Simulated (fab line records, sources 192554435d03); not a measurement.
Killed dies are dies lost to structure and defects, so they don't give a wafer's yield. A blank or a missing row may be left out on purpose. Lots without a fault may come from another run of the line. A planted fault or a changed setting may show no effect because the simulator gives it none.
A struck lot beside a sound one | flow n5_finfet | 41 steps out of a route of 1938
Sound: wafers L625.2, L625.5, L625.6. Struck: wafers L628.1, L628.2, L628.4. The cause comes at the end.
At each step with rows: each side's tool, then ch and its chambers, then its first start. Under that, the readings that differ: sound wafers | struck wafers | difference of the means | sigmas: that difference in standard deviations of wafers without a fault.
alike: readings whose means differ by less than 2 such deviations, and words and numbers that are the same on both sides. not compared: withheld readings, readings that some wafer has no value for, bounds like >300 that may hide the same value, and numbers for which the record gives no deviation and whose values overlap.
The two part at a step that has a row with sigmas, a row that says differs or no value, or rows on one side only. Numbers that don't overlap but have no deviation are shown without sigmas and don't part them. A reading that every wafer of one side lacks parts them only if that side has two wafers or more.

first, 4 steps without rows for these wafers: N5_BEOL_M3_SURFACE_TREAT_85; N5_BEOL_M3_CVD_47 (deposits Co from CCTBA/H2, target thk 3 nm, time 223.8 s); N5_BEOL_M3_SPUTTER_48 (material Cu, target thk 4.5 nm, time 8.29 s); N5_BEOL_M3_ANNEAL_49 (time 240 s).
N5_BEOL_M3_SPUTTER_79: material Cu, target thk 4.5 nm, time 8.29 s.
  sound on pvd_sputter-02, day 9 17:52; struck on pvd_sputter-01, day 10 12:11
  alike: throttle_valve_pct
then, 2 steps without rows for these wafers: N5_BEOL_M3_ANNEAL_80 (time 240 s); N5_BEOL_M3_SPUTTER_81 (material Cu, target thk 4.5 nm, time 8.29 s).
N5_BEOL_M3_ANNEAL_82: time 240 s.
  sound on pvd_sputter-02, day 9 18:10; struck on pvd_sputter-01, day 10 12:29
  alike: heater_power_w, susceptor_temp_C_max
N5_BEOL_M3_SPUTTER_86: material Cu, target thk 4.5 nm, time 8.29 s.
  sound on pvd_sputter-02, day 9 18:18; struck on pvd_sputter-01, day 10 12:37
  alike: throttle_valve_pct
then, 3 steps without rows for these wafers: N5_BEOL_M3_ANNEAL_87 (time 240 s); N5_BEOL_M3_SPUTTER_88 (material Cu, target thk 4.5 nm, time 8.29 s); N5_BEOL_M3_ANNEAL_89 (time 240 s).
N5_BEOL_M3_SPUTTER_90: material Cu, target thk 4.5 nm, time 8.29 s.
  sound on pvd_sputter-02, day 9 18:44; struck on pvd_sputter-01, day 10 13:04
  alike: throttle_valve_pct
then, 13 steps without rows for these wafers: N5_BEOL_M3_ANNEAL_91 (time 240 s); N5_BEOL_M3_SPUTTER_92 (material Cu, target thk 4.5 nm, time 8.29 s); N5_BEOL_M3_ANNEAL_93 (time 240 s); N5_BEOL_M3_SPUTTER_94 (material Cu, target thk 4.5 nm, time 8.29 s); N5_BEOL_M3_ANNEAL_95 (time 240 s); N5_BEOL_M3_SPUTTER_96 (material Cu, target thk 4.5 nm, time 8.29 s); N5_BEOL_M3_ECD_50 (material Cu, target thk 300 nm); N5_BEOL_M3_ANNEAL_51 (time 90 s); N5_BEOL_M3_CMP_52 (polishes, stops on SiOC, t overpolish 6.8 s, target thk 40 nm); N5_BEOL_M3_PRE_CLEAN_60 (time 15 s); N5_BEOL_M3_CO_CAP_55 (material Co, precursor CCTBA/H2, target thk 2 nm, time 102.1 s); N5_BEOL_M3_PRE_CLEAN_56 (time 15 s); N5_BEOL_M3_DEP_57 (deposits SiCN from 3MS/NH3, target thk 8 nm, time 14 s).
N5_BEOL_M3_RS_MEAS_58: measures by four-point-probe.
  sound on film_metro-01, day 9 20:27; struck on film_metro-02, day 10 14:46
  alike: M3_RS
N5_BEOL_M4_ILD_DEP_00: deposits SiOC from DEMS/O2, target thk 79 nm, time 15.3 s.
  sound on pecvd-02 ch 0,1, day 9 20:31; struck on pecvd-01 ch 0,1,2, day 10 14:50
  alike: heater_power_w, showerhead_plenum_p_Torr, throttle_valve_pct
N5_BEOL_M4_THK_MEAS_01:
  sound on film_metro-02, day 9 20:35; struck on film_metro-01, day 10 14:54
  alike: M4_ILD_THK
then, 1 step without rows for these wafers: N5_BEOL_M4_PECVD_72 (deposits SiO2 from TEOS/O2, target thk 16 nm, time 18 s).
N5_BEOL_M4_HM_DEP_02: deposits TiN, target thk 20 nm.
  sound on pvd_sputter-02, day 9 20:42; struck on pvd_sputter-01, day 10 15:18
  alike: throttle_valve_pct
then, 9 steps without rows for these wafers: N5_BEOL_M4_COAT_61 (time 60 s, resist thk 60 nm); N5_BEOL_M4_COAT_62 (time 60 s, resist thk 12 nm); N5_BEOL_M4_COAT_73 (time 60 s, resist thk 5 nm); N5_BEOL_M4_COAT_05 (resist thk 30 nm); N5_BEOL_M4_EBR_07; N5_BEOL_M4_SOFTBAKE_06 (time 60 s); N5_BEOL_M4_EXPOSE_08 (exposes mask M4); N5_BEOL_M4_PEB_09 (peb time 60 s); N5_BEOL_M4_DEVELOP_10 (develop time 30 s).
-- the record jumps here: 4 days lie between the struck wafers' starts before and after (it left off in module BEOL_M4 and takes up again in module PASSIVATION, whose first step shown is number 1936 of the route) --
N5_PASSIVATION_PROBE_49:
  the record has rows for the struck wafers here (prober-02, day 15 00:26) and none for the sound ones

WHERE THEY PART
Only at N5_PASSIVATION_PROBE_49, within this record.

WHY: what the simulator had put in
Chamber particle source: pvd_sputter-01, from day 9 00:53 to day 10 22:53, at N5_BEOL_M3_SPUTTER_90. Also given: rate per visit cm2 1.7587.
